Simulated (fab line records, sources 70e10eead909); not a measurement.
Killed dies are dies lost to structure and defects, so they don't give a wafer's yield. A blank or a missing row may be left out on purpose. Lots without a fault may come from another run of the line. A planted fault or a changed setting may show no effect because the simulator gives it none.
fab line records | flow nand_harc | part 1 of 2: steps 1 to 4 of 6
record lots=22 wafers=66 last_day=33
route steps=1302 shown A_STAIRCASE@856 A_SGD_CUT@907 A_SLIT@924 A_WL_FILL@953
lots that met no fault: from a run of the same line without faults
start_h: hours from the record's first day to the start of the lot's first wafer shown | wait_h: hours since the lot's step before | " the same as in the row above | L1.1+2: a row that stands for several wafers | - no value, or no start given | * or withheld: withheld | < > ~ a bound
route shown NAME@n: a module of which the file shows steps, and the number in the route of the first | usual: mean/standard deviation of fault-free wafers | same: alike in all rows | chamber/n: place in a boat | sites: the reading at each site | _std_site: their standard deviation | _edge_site: outer sites' mean less inner sites' | radius_mm: how far each site lies from the wafer's centre | mask NAME#n: copy n | behind: the tool/chamber that last shaped the wafer | hold: why the lot was held/for how many hours/how that ended | device: the transistor (n, p or np) that didn't switch | end of line: the same wafers' tests at the end of the route | a step without rows: its recipe alone | killed: dies lost to structure and defects at the first sort, not the wafer's yield | map: a wafer's dies, x killed, . not, _ none there
set.NAME: the setting as run; set.NAME@STEP: as run at that earlier step | model.NAME: the simulator's own value behind a step, which no gauge read
steps of the route over a sample of lots; a table a step, a row a wafer
services: from which hour (start_h, from the record's first day; less than 0 if before it) a tool's chamber was out of use, for how many hours, and why
## steps
# step NHARC_A_STAIRCASE_DEP_325
# recipe target_thk_a=72000 temp_c=400 target_thk_nm=7200 teos_flow_sccm=200 rf_w=500 material=SiO2
# usual heater_power_w=623/130
# columns lot.wafer tool chamber start_h wait_h heater_power_w
L075.1 pecvd-03 1 413.71 0.2 597
L075.5 " 1 " " 582
L075.6 " 2 " " 689
L076.2 pecvd-01 0 428.57 0.2 893
L076.3 " 1 " " 662
L076.4 " 0 " " 772
L078.3 pecvd-03 0 458.51 0.1 447
L078.1 " 2 " " 833
L078.5 " 1 " " 578
L077.2 pecvd-01 2 458.71 0.3 553
L077.6 " 0 " " 787
L077.5 " 2 " " 451
L079.3 pecvd-03 0 469.94 0.2 506
L079.5 " 0 " " 424
L079.6 " 1 " " 582
L081.3 pecvd-02 0 489.96 0.1 550
L081.1 " 1 " " 821
L081.2 " 2 " " 655
L080.6 pecvd-03 0 496.96 0.3 434
L080.5 " 1 " " 587
L080.4 " 2 " " 689
L082.3 pecvd-02 0 497.14 0.5 586
L082.4 " 0 " " 504
L082.5 " 2 " " 575
L083.1 pecvd-01 0 510.44 0.2 873
L083.6 " 2 " " 398
L083.4 " 0 " " 771
L084.2 pecvd-01 1 520.91 0.1 759
L084.3 " 2 " " 512
L084.6 " 1 " " 625
L085.2 pecvd-03 2 533.31 0.1 856
L085.3 " 1 " " 701
L085.4 " 0 " " 421
L086.1 pecvd-01 1 533.50 0.3 733
L086.4 " 2 " " 406
L086.6 " 0 " " 761
L088.3 pecvd-02 2 577.29 0.2 705
L088.2 " 0 " " 532
L088.5 " 0 " " 493
L089.3 pecvd-02 0 580.77 0.2 610
L089.4 " 2 " " 570
L089.5 " 0 " " 500
L091.1 pecvd-03 0 580.79 0.2 540
L091.3 " 1 " " 604
L091.4 " 2 " " 671
L090.1 pecvd-01 1 580.81 0.2 647
L090.3 " 2 " " 404
L090.6 " 2 " " 400
L094.1 pecvd-03 2 609.55 0.1 813
L094.5 " 0 " " 462
L094.4 " 1 " " 612
L092.1 pecvd-02 2 609.55 0.1 647
L092.2 " 0 " " 486
L092.5 " 0 " " 472
L093.3 pecvd-02 2 628.03 0.1 710
L093.6 " 2 " " 595
L093.5 " 0 " " 480
L095.2 pecvd-02 0 638.30 0.1 600
L095.6 " 0 " " 478
L095.5 " 2 " " 625
L096.1 pecvd-01 0 638.42 0.2 879
L096.6 " 2 " " 408
L096.5 " 1 " " 632
L097.1 pecvd-02 2 648.61 0.3 715
L097.4 " 1 " " 703
L097.5 " 2 " " 602
# step NHARC_A_SGD_CUT_ETCH_15
# recipe target_depth_a=750 time_s=64.3 ch3f_flow_sccm=50 o2_flow_sccm=30 ar_flow_sccm=200 rf_w=500 bias_w=100 chemistry=CH3F/O2
# usual chamber_pressure_mTorr=25.00/0.032 drypump_motor_current_A=6.0/0.4 o2_flow_sccm=30.01/0.093 oes_product_au=0.962/0.018 rf_vpp_V=264.0/1.8 showerhead_plenum_p_Torr=2.47/0.1 throttle_valve_pct=20.663/0.0086
# columns lot.wafer tool chamber start_h wait_h chamber_pressure_mTorr drypump_motor_current_A o2_flow_sccm oes_product_au rf_hours_counter_h rf_vpp_V showerhead_plenum_p_Torr throttle_valve_pct
L075.1 rie_diel-06 2 - - 25.03 6.7 30.15 0.971 7 262.6 2.45 20.661
L075.5 " 2 " " 24.96 6.7 29.92 0.960 - 263.9 2.45 20.657
L075.6 " 3 " " 25.00 6.1 30.03 0.986 - 264.5 2.53 20.650
L076.4 rie_diel-08 2 - - 25.00 5.6 30.04 0.945 6 263.9 2.43 20.663
L076.3 " 3 " " 25.02 6.3 30.00 0.959 6 266.0 2.63 20.665
L076.2 " 0 " " 24.99 5.5 29.98 0.973 7 260.7 2.30 20.655
L078.3 rie_diel-08 1 - - 25.00 6.2 29.90 0.966 10 262.0 2.36 20.665
L078.1 " 0 " " 24.97 5.5 29.88 0.959 10 261.8 2.30 20.672
L078.5 " 0 " " 25.00 5.5 30.05 0.955 - 260.3 2.30 20.672
L077.2 rie_diel-10 1 - - 25.04 6.3 30.03 0.933 2 265.0 2.51 20.659
L077.6 " 1 " " 25.01 6.3 30.02 0.942 - 264.7 2.51 20.651
L077.5 " 2 " " 25.00 5.9 29.86 0.924 - 262.1 2.31 20.668
L079.3 rie_diel-10 3 - - 24.99 5.9 30.10 0.958 3 265.8 2.51 20.655
L079.5 " 2 " " 25.02 5.9 29.91 0.969 - 260.1 2.31 20.668
L079.6 " 3 " " 25.03 5.9 30.09 0.971 - 264.2 2.51 20.673
L081.2 rie_diel-08 3 - - 25.00 6.4 30.10 0.980 11 267.5 2.63 20.651
L081.1 " 0 " " 24.99 5.5 29.95 0.971 12 262.1 2.30 20.656
L081.3 " 1 " " 24.99 6.2 30.06 0.967 12 262.0 2.36 20.655
L080.4 rie_diel-08 2 - - 25.02 5.6 30.01 0.975 12 263.3 2.43 20.674
L080.6 " 3 " " 25.00 6.3 29.96 0.985 - 265.4 2.62 20.673
L080.5 " 0 " " 24.96 5.5 30.10 0.987 - 261.0 2.30 20.649
L082.3 rie_diel-10 0 - - 24.97 5.4 30.00 0.966 4 266.7 2.60 20.671
L082.4 " 3 " " 25.03 5.9 30.08 0.997 4 264.3 2.51 20.660
L082.5 " 0 " " 25.04 5.4 30.01 0.977 - 267.6 2.60 20.650
L083.4 rie_diel-08 2 - - 25.04 5.6 30.05 0.945 13 263.2 2.43 20.668
L083.1 " 1 " " 25.00 6.2 29.91 0.946 14 262.8 2.36 20.659
L083.6 " 2 " " 25.02 5.6 30.21 0.954 - 263.8 2.43 20.677
L084.2 rie_diel-06 2 - - 24.98 6.7 30.02 0.964 4 263.2 2.45 20.665
L084.3 " 3 " " 24.99 6.1 29.87 0.972 3 266.3 2.53 20.650
L084.6 " 2 " " 25.01 6.8 30.00 0.964 - 262.9 2.45 20.651
L086.4 rie_diel-06 2 - - 25.03 6.7 30.09 0.958 5 265.9 2.45 20.665
L086.1 " 3 " " 25.02 6.1 30.07 0.975 5 264.7 2.53 20.656
L086.6 " 1 " " 24.98 5.5 29.99 0.973 - 265.5 2.56 20.664
L085.3 rie_diel-10 1 - - 25.01 6.2 29.94 0.932 6 265.7 2.50 20.678
L085.2 " 2 " " 25.02 6.0 29.97 0.924 6 261.5 2.31 20.661
L085.4 " 3 " " 25.00 5.9 30.09 0.943 6 264.2 2.51 20.652
L089.4 rie_diel-10 1 - - 25.01 6.2 30.04 0.961 7 263.6 2.50 20.665
L089.3 " 3 " " 24.99 5.9 30.06 0.985 7 264.7 2.51 20.664
L089.5 " 1 " " 25.03 6.2 30.01 0.952 - 265.6 2.50 20.671
L088.3 rie_diel-06 3 - - 25.03 6.1 30.02 0.951 7 266.4 2.53 20.665
L088.2 " 1 " " 25.00 5.5 30.01 0.931 7 264.9 2.56 20.681
L088.5 " 2 " " 25.01 6.7 29.95 0.939 - 262.2 2.45 20.677
L090.1 rie_diel-08 1 - - 25.03 6.2 29.98 0.948 4 262.5 2.36 20.664
L090.3 " 2 " " 25.00 5.6 29.95 0.944 4 263.5 2.43 20.672
L090.6 " 2 " " 25.06 5.6 30.01 0.942 - 264.5 2.43 20.652
L091.3 rie_diel-06 2 - - 24.99 6.7 30.10 0.962 7 263.7 2.45 20.666
L091.4 " 3 " " 24.99 6.1 29.91 0.977 7 263.8 2.53 20.662
L091.1 " 0 " " 24.99 5.7 30.04 0.982 7 263.7 2.49 20.673
L092.2 rie_diel-10 2 - - 25.01 6.0 30.08 0.960 1 260.9 2.31 20.675
L092.1 " 3 " " 25.03 5.9 30.01 0.967 1 264.4 2.51 20.652
L092.5 " 1 " " 25.02 6.3 30.04 0.965 - 264.7 2.50 20.676
L094.4 rie_diel-08 0 - - 24.98 5.5 29.91 0.933 7 260.0 2.29 20.644
L094.1 " 3 " " 25.01 6.4 29.94 0.928 7 266.4 2.62 20.674
L094.5 " 0 " " 24.99 5.5 29.97 0.932 - 261.2 2.29 20.660
L093.3 rie_diel-06 0 - - 24.99 5.7 30.24 0.971 9 263.8 2.49 20.657
L093.6 " 3 " " 24.99 6.0 29.94 0.968 - 265.0 2.53 20.665
L093.5 " 0 " " 25.01 5.7 30.21 0.962 - 265.3 2.49 20.670
L095.2 rie_diel-08 0 - - 25.01 5.5 29.96 0.972 10 261.3 2.29 20.662
L095.6 " 1 " " 25.05 6.2 30.10 0.950 - 261.9 2.36 20.662
L095.5 " 2 " " 24.97 5.6 29.99 0.950 - 263.3 2.43 20.671
L096.1 rie_diel-06 3 - - 24.99 6.1 30.09 0.990 10 263.3 2.53 20.676
L096.5 " 2 " " 24.99 6.7 30.11 0.966 - 262.9 2.45 20.667
L096.6 " 3 " " 24.99 6.1 29.99 0.978 - 266.0 2.53 20.670
L097.4 rie_diel-10 0 - - 24.99 5.3 30.03 0.975 4 265.6 2.59 20.662
L097.1 " 3 " " 24.99 5.9 29.94 0.965 3 265.1 2.51 20.655
L097.5 " 1 " " 24.97 6.2 29.81 0.960 - 264.1 2.50 20.639
# step NHARC_A_SGD_CUT_ETCHBACK_24
# recipe target_depth_a=500 over_etch_frac=0.3 time_s=92.857 ion_energy_ev=120 ch3f_flow_sccm=50 o2_flow_sccm=30 ar_flow_sccm=200 rf_w=500 bias_w=100 chemistry=CH3F/O2
# usual chamber_pressure_mTorr=25.000/0.028 drypump_motor_current_A=5.9/0.38 o2_flow_sccm=30.00/0.097 oes_product_au=0.98/0.033 rf_vpp_V=244.4/1.8 showerhead_plenum_p_Torr=2.47/0.11 throttle_valve_pct=20.665/0.0087
# columns lot.wafer tool chamber start_h wait_h chamber_pressure_mTorr drypump_motor_current_A o2_flow_sccm oes_product_au rf_hours_counter_h rf_vpp_V showerhead_plenum_p_Torr throttle_valve_pct
L075.1 rie_diel-10 2 437.12 0.2 25.009 6.0 29.91 1.01 0 243.2 2.31 20.662
L075.6 " 3 " " 25.065 5.9 29.96 1.01 - 244.1 2.51 20.661
L075.5 " 0 " " 25.026 5.4 29.92 1.02 - 246.2 2.60 20.666
L076.3 rie_diel-08 1 453.69 0.1 24.987 6.2 29.95 0.93 7 243.3 2.36 20.655
L076.2 " 2 " " 24.985 5.6 29.90 0.93 7 241.1 2.43 20.656
L076.4 " 0 " " 24.998 5.5 30.09 0.93 7 240.8 2.30 20.672
L077.2 rie_diel-10 3 483.24 0.2 25.008 5.9 29.98 0.94 2 244.2 2.51 20.658
L077.5 " 2 " " 24.982 6.0 30.15 0.92 - 242.4 2.31 20.646
L077.6 " 3 " " 24.997 5.9 29.91 0.95 - 245.2 2.51 20.684
L078.3 rie_diel-06 3 483.24 0.2 24.978 6.1 29.93 0.99 10 245.0 2.53 20.661
L078.1 " 0 " " 25.025 5.7 30.02 0.99 11 243.0 2.50 20.672
L078.5 " 2 " " 25.025 6.7 30.09 1.00 - 244.7 2.45 20.681
L079.3 rie_diel-06 3 493.69 0.2 25.010 6.1 29.97 1.00 0 244.2 2.53 20.664
L079.6 " 1 " " 24.961 5.5 30.09 1.00 - 245.9 2.56 20.664
L079.5 " 2 " " 24.964 6.7 29.97 1.01 - 246.5 2.45 20.649
L081.1 rie_diel-10 2 516.65 0.1 25.010 6.0 30.08 1.00 4 242.1 2.31 20.676
L081.3 " 3 " " 25.041 5.9 29.98 1.01 4 245.2 2.51 20.656
L081.2 " 1 " " 25.030 6.2 30.00 1.01 4 243.8 2.51 20.671
L082.4 rie_diel-08 0 526.55 0.2 24.991 5.5 29.98 0.98 14 243.5 2.30 20.653
L082.3 " 1 " " 24.982 6.2 29.97 0.94 14 241.1 2.36 20.645
L082.5 " 3 " " 24.997 6.4 29.98 0.97 - 246.5 2.62 20.640
L080.4 rie_diel-10 0 526.58 0.2 25.015 5.3 30.01 0.95 5 246.8 2.60 20.665
L080.5 " 3 " " 24.967 5.9 30.05 0.94 - 246.4 2.51 20.658
L080.6 " 0 " " 25.009 5.3 30.19 0.94 - 244.2 2.60 20.667
L083.1 rie_diel-06 2 533.09 0.2 24.993 6.8 29.92 1.01 3 245.1 2.45 20.670
L083.4 " 1 " " 25.023 5.5 30.07 1.00 3 247.0 2.56 20.665
L083.6 " 2 " " 25.007 6.7 29.99 1.00 - 244.6 2.45 20.667
L084.2 rie_diel-10 2 545.24 0.2 24.990 5.9 29.93 0.99 5 241.2 2.31 20.663
L084.3 " 0 " " 24.996 5.4 30.03 1.01 5 245.6 2.60 20.666
L084.6 " 2 " " 24.994 6.0 29.95 1.00 - 240.5 2.31 20.663
L086.1 rie_diel-08 1 555.58 0.2 25.005 6.2 30.06 1.00 0 243.1 2.36 20.663
L086.4 " 2 " " 24.992 5.6 30.09 1.00 0 245.0 2.43 20.664
L086.6 " 0 " " 24.993 5.5 29.85 1.01 - 242.0 2.30 20.678
L085.2 rie_diel-08 1 562.20 0.1 24.973 6.2 30.05 1.00 0 242.9 2.36 20.671
L085.3 " 2 " " 25.049 5.6 30.01 1.00 1 243.4 2.43 20.675
L085.4 " 0 " " 25.004 5.5 30.04 1.01 1 242.5 2.29 20.666
L088.2 rie_diel-08 3 602.29 0.1 25.017 6.3 29.96 1.00 5 247.0 2.62 20.673
L088.3 " 1 " " 25.017 6.2 29.95 1.00 5 241.3 2.36 20.682
L088.5 " 3 " " 24.997 6.4 30.01 1.01 - 245.7 2.62 20.684
L089.4 rie_diel-06 1 602.31 0.2 25.020 5.5 30.08 0.99 7 244.7 2.56 20.666
L089.3 " 2 " " 24.985 6.7 30.14 0.99 7 244.6 2.45 20.666
L089.5 " 1 " " 24.977 5.5 30.08 1.00 - 246.2 2.56 20.673
L090.1 rie_diel-06 3 602.40 0.2 25.043 6.1 30.13 1.01 8 247.0 2.53 20.667
L090.3 " 0 " " 24.985 5.7 29.97 1.01 8 245.6 2.49 20.671
L090.6 " 3 " " 25.021 6.1 30.07 1.02 - 245.7 2.53 20.658
L091.3 rie_diel-06 3 602.49 0.2 24.982 6.1 30.04 0.95 8 244.8 2.53 20.655
L091.1 " 1 " " 24.814 5.5 30.04 0.94 7 244.9 2.56 20.666
L091.4 " 2 " " 25.018 6.7 30.08 0.93 7 243.6 2.45 20.659
L094.4 rie_diel-08 2 633.57 0.1 25.003 5.6 29.84 0.93 8 244.9 2.43 20.679
L094.1 " 3 " " 25.041 6.3 30.10 0.93 8 246.5 2.62 20.674
L094.5 " 1 " " 24.973 6.1 29.81 0.93 - 242.9 2.36 20.660
L092.2 rie_diel-10 2 633.58 0.2 25.033 6.0 30.11 0.92 2 241.2 2.31 20.660
L092.1 " 3 " " 24.947 5.9 29.81 0.92 1 244.8 2.51 20.654
L092.5 " 1 " " 25.006 6.2 30.07 0.93 - 246.2 2.50 20.664
L093.3 rie_diel-10 3 652.49 0.1 25.026 5.9 30.17 1.00 2 244.8 2.51 20.654
L093.6 " 3 " " 24.980 5.9 30.23 0.99 - 245.6 2.51 20.670
L093.5 " 0 " " 24.989 5.4 29.98 1.01 - 247.2 2.59 20.659
L095.2 rie_diel-10 2 663.77 0.2 25.002 6.0 29.82 1.00 4 242.2 2.31 20.671
L095.6 " 1 " " 25.069 6.2 30.07 1.00 - 245.1 2.50 20.650
L095.5 " 2 " " 24.972 6.0 30.11 0.99 - 243.1 2.31 20.671
L096.1 rie_diel-10 2 663.84 0.2 24.993 5.9 29.93 0.99 4 241.7 2.31 20.658
L096.5 " 2 " " 25.025 5.9 29.92 1.00 - 242.5 2.31 20.670
L096.6 " 3 " " 25.002 5.9 29.97 0.99 - 244.7 2.51 20.670
L097.1 rie_diel-08 2 670.99 0.2 25.035 5.6 30.01 1.00 11 244.1 2.43 20.669
L097.5 " 0 " " 25.009 5.5 30.11 1.02 - 241.6 2.29 20.664
L097.4 " 2 " " 25.001 5.6 29.99 1.01 - 243.0 2.43 20.662
# step NHARC_A_SLIT_DEP_23
# recipe target_thk_a=1000 target_thk_nm=100 temp_c=400 pressure_torr=3.5 flow_sccm=200 rf_w=350 material=SiON
# usual heater_power_w=737/120 showerhead_vpp_V=1132/64
# columns lot.wafer tool chamber start_h wait_h heater_power_w showerhead_vpp_V
L075.1 pecvd-04 2 444.24 3.2 723 1229
L075.6 " 0 " " 673 1182
L075.5 " 1 " " 831 1005
L076.3 pecvd-01 1 460.85 2.1 609 1120
L076.2 " 0 " " 901 1174
L076.4 " 1 " " 631 1133
L077.2 pecvd-03 1 493.11 2.6 695 1148
L077.6 " 2 " " 859 1089
L077.5 " 1 " " 698 1169
L078.3 pecvd-04 1 493.79 2.0 883 1007
L078.1 " 2 " " 785 1235
L078.5 " 0 " " 741 1175
L079.3 pecvd-03 1 502.53 1.9 755 1165
L079.6 " 2 " " 872 1072
L079.5 " 0 " " 515 1081
L081.2 pecvd-04 0 521.08 2.5 760 1172
L081.1 " 1 " " 872 1012
L081.3 " 2 " " 688 1253
L082.3 pecvd-03 0 534.06 2.0 592 1097
L082.4 " 1 " " 658 1153
L082.5 " 2 " " 880 1097
L080.5 pecvd-01 2 534.09 0.7 525 1142
L080.6 " 0 " " 945 1199
L080.4 " 1 " " 783 1129
L083.1 pecvd-03 2 539.34 3.2 872 1071
L083.6 " 0 " " 563 1084
L083.4 " 1 " " 723 1152
L084.2 pecvd-04 0 549.69 2.5 804 1193
L084.3 " 2 " " 731 1218
L084.6 " 2 " " 734 1234
L086.1 pecvd-04 1 562.55 3.2 849 1007
L086.4 " 2 " " 638 1234
L086.6 " 0 " " 739 1180
L085.2 pecvd-01 1 569.91 2.6 756 1114
L085.4 " 2 " " 577 1162
L085.3 " 1 " " 789 1138
L089.3 pecvd-01 2 606.73 1.9 536 1158
L089.4 " 1 " " 801 1127
L089.5 " 0 " " 1000 1183
L090.1 pecvd-04 2 607.14 3.3 775 1222
L090.3 " 0 " " 780 1160
L090.6 " 0 " " 778 1182
L091.1 pecvd-03 2 607.30 3.2 793 1075
L091.3 " 0 " " 515 1105
L091.4 " 0 " " 527 1093
L088.3 pecvd-01 1 610.47 1.9 793 1141
L088.2 " 2 " " 530 1154
L088.5 " 0 " " 900 1191
L092.1 pecvd-04 0 637.96 3.1 814 1168
L092.2 " 1 " " 767 1004
L092.5 " 0 " " 810 1161
L094.1 pecvd-01 0 637.96 3.1 1008 1198
L094.5 " 2 " " 519 1163
L094.4 " 0 " " 831 1186
L093.3 pecvd-03 0 661.58 2.0 534 1100
L093.6 " 2 " " 828 1085
L093.5 " 0 " " 552 1095
L095.2 pecvd-03 2 670.50 2.6 868 1098
L095.5 " 2 " " 848 1100
L095.6 " 0 " " 618 1091
L096.1 pecvd-03 2 672.24 3.2 736 1092
L096.6 " 2 " " 752 1075
L096.5 " 0 " " 583 1087
L097.1 pecvd-04 0 680.16 3.1 703 1173
L097.5 " 2 " " 782 1225
L097.4 " 0 " " 710 1168
